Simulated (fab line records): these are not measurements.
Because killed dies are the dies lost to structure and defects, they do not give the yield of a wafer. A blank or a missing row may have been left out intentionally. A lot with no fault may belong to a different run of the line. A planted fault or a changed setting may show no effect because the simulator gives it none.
Which tool is to blame? :: flow nand_harc :: 24 lots, 72 wafers sampled, at 2 steps of a route of 1302

== WHAT THE GAUGES SHOWED, per wafer ==
NHARC_A_SGD_CUT_INSPECT_25.
lot: L074
measured: day 19 12:49
on: defect_inspect-01
raw_defect_count: 393 383 347

lot: L076
measured: day 20 04:22
on: defect_inspect-01
raw_defect_count: 319 318 270

lot: L075
measured: day 20 04:31
on: defect_inspect-02
raw_defect_count: 421 448 378

lot: L077
measured: day 20 12:58
on: defect_inspect-02
raw_defect_count: 376 503 393

lot: L078
measured: day 21 02:02
on: defect_inspect-02
raw_defect_count: 461 338 429

lot: L080
measured: day 21 15:38
on: defect_inspect-01
raw_defect_count: 305 354 438

lot: L079
measured: day 21 15:37
on: defect_inspect-02
raw_defect_count: 361 345 350

lot: L081
measured: day 22 10:28
on: defect_inspect-01
raw_defect_count: 380 379 448

lot: L082
measured: day 23 12:22
on: defect_inspect-02
raw_defect_count: 306 359 385

lot: L083
measured: day 24 01:08
on: defect_inspect-02
raw_defect_count: 413 309 375

lot: L085
measured: day 24 01:08
on: defect_inspect-01
raw_defect_count: 383 329 378

lot: L086
measured: day 24 01:19
on: defect_inspect-02
raw_defect_count: 192 216 270

lot: L084
measured: day 24 10:02
on: defect_inspect-02
raw_defect_count: 289 262 301

lot: L087
measured: day 24 18:19
on: defect_inspect-01
raw_defect_count: 299 282 254

lot: L088
measured: day 25 14:00
on: defect_inspect-02
raw_defect_count: 342 557 447

lot: L091
measured: day 26 03:31
on: defect_inspect-02
raw_defect_count: 407 385 403

lot: L089
measured: day 26 13:54
on: defect_inspect-02
raw_defect_count: 307 331 329

lot: L090
measured: day 26 13:54
on: defect_inspect-01
raw_defect_count: 297 345 385

lot: L092
measured: day 26 17:58
on: defect_inspect-01
raw_defect_count: 417 348 498

lot: L093
measured: day 27 11:13
on: defect_inspect-01
raw_defect_count: 410 275 396

lot: L094
measured: day 27 18:02
on: defect_inspect-02
raw_defect_count: 370 473 428

lot: L096
measured: day 28 12:52
on: defect_inspect-01
raw_defect_count: 416 502 435

lot: L095
measured: day 28 12:53
on: defect_inspect-02
raw_defect_count: 281 270 234

lot: L097
measured: day 29 03:53
on: defect_inspect-02
raw_defect_count: 351 304 259

== TOOL THAT RAN EACH LOT (tool first, then ch and the chambers of the sampled wafers, then the start) ==
lot: L074
NHARC_A_SGD_CUT_STRIP_28: rie_diel-05 ch 0,3, day 19 12:43

lot: L076
NHARC_A_SGD_CUT_STRIP_28: rie_diel-09 ch 0,1,2, day 20 04:22 or earlier

lot: L075
NHARC_A_SGD_CUT_STRIP_28: rie_diel-05 ch 1,3, day 20 04:31 or earlier

lot: L077
NHARC_A_SGD_CUT_STRIP_28: rie_diel-09 ch 1,2,3, day 20 12:58 or earlier

lot: L078
NHARC_A_SGD_CUT_STRIP_28: rie_diel-13 ch 0,2,3, day 21 02:02 or earlier

lot: L080
NHARC_A_SGD_CUT_STRIP_28: rie_diel-13 ch 1,2, day 21 15:38 or earlier

lot: L079
NHARC_A_SGD_CUT_STRIP_28: rie_diel-05 ch 0,1,3, day 21 15:37 or earlier

lot: L081
NHARC_A_SGD_CUT_STRIP_28: rie_diel-05 ch 0,1,2, day 22 10:28 or earlier

lot: L082
NHARC_A_SGD_CUT_STRIP_28: rie_diel-09 ch 2,3, day 23 12:22 or earlier

lot: L083
NHARC_A_SGD_CUT_STRIP_28: rie_diel-09 ch 0,2,3, day 24 01:08 or earlier

lot: L085
NHARC_A_SGD_CUT_STRIP_28: rie_diel-05 ch 1,2,3, day 24 01:08 or earlier

lot: L086
NHARC_A_SGD_CUT_STRIP_28: rie_diel-13 ch 1,2,3, day 24 01:19 or earlier

lot: L084
NHARC_A_SGD_CUT_STRIP_28: rie_diel-09 ch 0,3, day 24 09:56

lot: L087
NHARC_A_SGD_CUT_STRIP_28: rie_diel-05 ch 0,1, day 24 18:19 or earlier

lot: L088
NHARC_A_SGD_CUT_STRIP_28: rie_diel-13 ch 2,3, day 25 13:54

lot: L091
NHARC_A_SGD_CUT_STRIP_28: rie_diel-13 ch 0,3, day 26 03:24

lot: L089
NHARC_A_SGD_CUT_STRIP_28: rie_diel-13 ch 1,2,3, day 26 13:54 or earlier

lot: L090
NHARC_A_SGD_CUT_STRIP_28: rie_diel-09 ch 0,2, day 26 13:54 or earlier

lot: L092
NHARC_A_SGD_CUT_STRIP_28: rie_diel-05 ch 1,2,3, day 26 17:58 or earlier

lot: L093
NHARC_A_SGD_CUT_STRIP_28: rie_diel-13 ch 0,1,3, day 27 11:13 or earlier

lot: L094
NHARC_A_SGD_CUT_STRIP_28: rie_diel-13 ch 0,2,3, day 27 18:02 or earlier

lot: L096
NHARC_A_SGD_CUT_STRIP_28: rie_diel-09 ch 1,2, day 28 12:52 or earlier

lot: L095
NHARC_A_SGD_CUT_STRIP_28: rie_diel-13 ch 0,3, day 28 12:53 or earlier

lot: L097
NHARC_A_SGD_CUT_STRIP_28: rie_diel-05 ch 0,1,3, day 29 03:53 or earlier
- NHARC_A_SGD_CUT_STRIP_28: strips in O2, time 20 s.

== AS READ BY THE TOOLS THEMSELVES (means over the sampled wafers that have a number; for cases with no such wafer, the mark the record gives instead) ==
NHARC_A_SGD_CUT_STRIP_28.
lot: L074
tool: rie_diel-05
drypump_motor_current_A (A): 5.0
oes_product_au (a.u.): 0.992
rf_vpp_V (V): 58.2
showerhead_plenum_p_Torr (Torr): 3.54
throttle_valve_pct (%): 17.040

lot: L076
tool: rie_diel-09
drypump_motor_current_A (A): 6.1
oes_product_au (a.u.): 0.999
rf_vpp_V (V): 57.4
showerhead_plenum_p_Torr (Torr): 3.59
throttle_valve_pct (%): 17.038

lot: L075
tool: rie_diel-05
drypump_motor_current_A (A): 5.2
oes_product_au (a.u.): 1.001
rf_vpp_V (V): 57.5
showerhead_plenum_p_Torr (Torr): 3.62
throttle_valve_pct (%): 17.027

lot: L077
tool: rie_diel-09
drypump_motor_current_A (A): 5.8
oes_product_au (a.u.): 1.005
rf_vpp_V (V): 57.7
showerhead_plenum_p_Torr (Torr): 3.64
throttle_valve_pct (%): 17.032

lot: L078
tool: rie_diel-13
drypump_motor_current_A (A): 6.0
oes_product_au (a.u.): 0.999
rf_vpp_V (V): 58.4
showerhead_plenum_p_Torr (Torr): 3.63
throttle_valve_pct (%): 17.041

lot: L080
tool: rie_diel-13
drypump_motor_current_A (A): 6.1
oes_product_au (a.u.): 1.002
rf_vpp_V (V): 58.1
showerhead_plenum_p_Torr (Torr): 3.63
throttle_valve_pct (%): 17.034

lot: L079
tool: rie_diel-05
drypump_motor_current_A (A): 5.2
oes_product_au (a.u.): 0.997
rf_vpp_V (V): 57.2
showerhead_plenum_p_Torr (Torr): 3.55
throttle_valve_pct (%): 17.032

lot: L081
tool: rie_diel-05
drypump_motor_current_A (A): 5.6
oes_product_au (a.u.): 0.994
rf_vpp_V (V): 57.7
showerhead_plenum_p_Torr (Torr): 3.61
throttle_valve_pct (%): 17.045

lot: L082
tool: rie_diel-09
drypump_motor_current_A (A): 6.0
oes_product_au (a.u.): 1.000
rf_vpp_V (V): 57.3
showerhead_plenum_p_Torr (Torr): 3.69
throttle_valve_pct (%): 17.034

lot: L083
tool: rie_diel-09
drypump_motor_current_A (A): 6.1
oes_product_au (a.u.): 1.002
rf_vpp_V (V): 57.8
showerhead_plenum_p_Torr (Torr): 3.63
throttle_valve_pct (%): 17.034

lot: L085
tool: rie_diel-05
drypump_motor_current_A (A): 5.6
oes_product_au (a.u.): 0.995
rf_vpp_V (V): 58.0
showerhead_plenum_p_Torr (Torr): 3.66
throttle_valve_pct (%): 17.035

lot: L086
tool: rie_diel-13
drypump_motor_current_A (A): 5.9
oes_product_au (a.u.): 1.003
rf_vpp_V (V): 58.1
showerhead_plenum_p_Torr (Torr): 3.57
throttle_valve_pct (%): 17.036

lot: L084
tool: rie_diel-09
drypump_motor_current_A (A): 6.1
oes_product_au (a.u.): 0.994
rf_vpp_V (V): 57.0
showerhead_plenum_p_Torr (Torr): 3.57
throttle_valve_pct (%): 17.035

lot: L087
tool: rie_diel-05
drypump_motor_current_A (A): 5.3
oes_product_au (a.u.): 1.001
rf_vpp_V (V): 58.2
showerhead_plenum_p_Torr (Torr): 3.57
throttle_valve_pct (%): 17.043

lot: L088
tool: rie_diel-13
drypump_motor_current_A (A): 5.8
oes_product_au (a.u.): 1.002
rf_vpp_V (V): 57.2
showerhead_plenum_p_Torr (Torr): 3.62
throttle_valve_pct (%): 17.035

lot: L091
tool: rie_diel-13
drypump_motor_current_A (A): 5.8
oes_product_au (a.u.): 0.991
rf_vpp_V (V): 57.6
showerhead_plenum_p_Torr (Torr): 3.56
throttle_valve_pct (%): 17.039

lot: L089
tool: rie_diel-13
drypump_motor_current_A (A): 5.9
oes_product_au (a.u.): 0.995
rf_vpp_V (V): 57.8
showerhead_plenum_p_Torr (Torr): 3.56
throttle_valve_pct (%): 17.042

lot: L090
tool: rie_diel-09
drypump_motor_current_A (A): 6.3
oes_product_au (a.u.): 0.995
rf_vpp_V (V): 58.0
showerhead_plenum_p_Torr (Torr): 3.57
throttle_valve_pct (%): 17.040

lot: L092
tool: rie_diel-05
drypump_motor_current_A (A): 5.6
oes_product_au (a.u.): 1.006
rf_vpp_V (V): 58.0
showerhead_plenum_p_Torr (Torr): 3.66
throttle_valve_pct (%): 17.034

lot: L093
tool: rie_diel-13
drypump_motor_current_A (A): 5.9
oes_product_au (a.u.): 0.996
rf_vpp_V (V): 57.6
showerhead_plenum_p_Torr (Torr): 3.51
throttle_valve_pct (%): 17.038

lot: L094
tool: rie_diel-13
drypump_motor_current_A (A): 6.0
oes_product_au (a.u.): 1.012
rf_vpp_V (V): 58.0
showerhead_plenum_p_Torr (Torr): 3.62
throttle_valve_pct (%): 17.030

lot: L096
tool: rie_diel-09
drypump_motor_current_A (A): 5.8
oes_product_au (a.u.): 1.021
rf_vpp_V (V): 58.0
showerhead_plenum_p_Torr (Torr): 3.60
throttle_valve_pct (%): 17.031

lot: L095
tool: rie_diel-13
drypump_motor_current_A (A): 5.8
oes_product_au (a.u.): 0.997
rf_vpp_V (V): 57.6
showerhead_plenum_p_Torr (Torr): 3.56
throttle_valve_pct (%): 17.031

lot: L097
tool: rie_diel-05
drypump_motor_current_A (A): 5.2
oes_product_au (a.u.): 1.004
rf_vpp_V (V): 58.0
showerhead_plenum_p_Torr (Torr): 3.54
throttle_valve_pct (%): 17.037

== THE ANSWER, worked out from the rows above alone ==
Rule: what is usual is taken from the lots themselves. Put in order of their means at a reading, lots are off if they are a third of the lots or fewer, leave a main group of 4 or more, and stand apart from it by a gap of 3 or more times the standard deviation of the main group's means; of several such gaps the widest counts. The tables above print the reading to a certain number of digits; a main group whose means all agree to those digits is not used. A lot without any number at a reading at which 4 lots or more have one is off too. The other lots that the step has rows for count as sound. After the gauges, taken in route order, come the tools' own readings; for these a lot's mean is taken, as printed above. The first step at which some lot is off is used, and at that step the reading that is off furthest; a lot without a number counts as furthest.
Nothing can be told from this: no lot is off at any reading shown.

== WHAT THE SIMULATOR PUT IN ==
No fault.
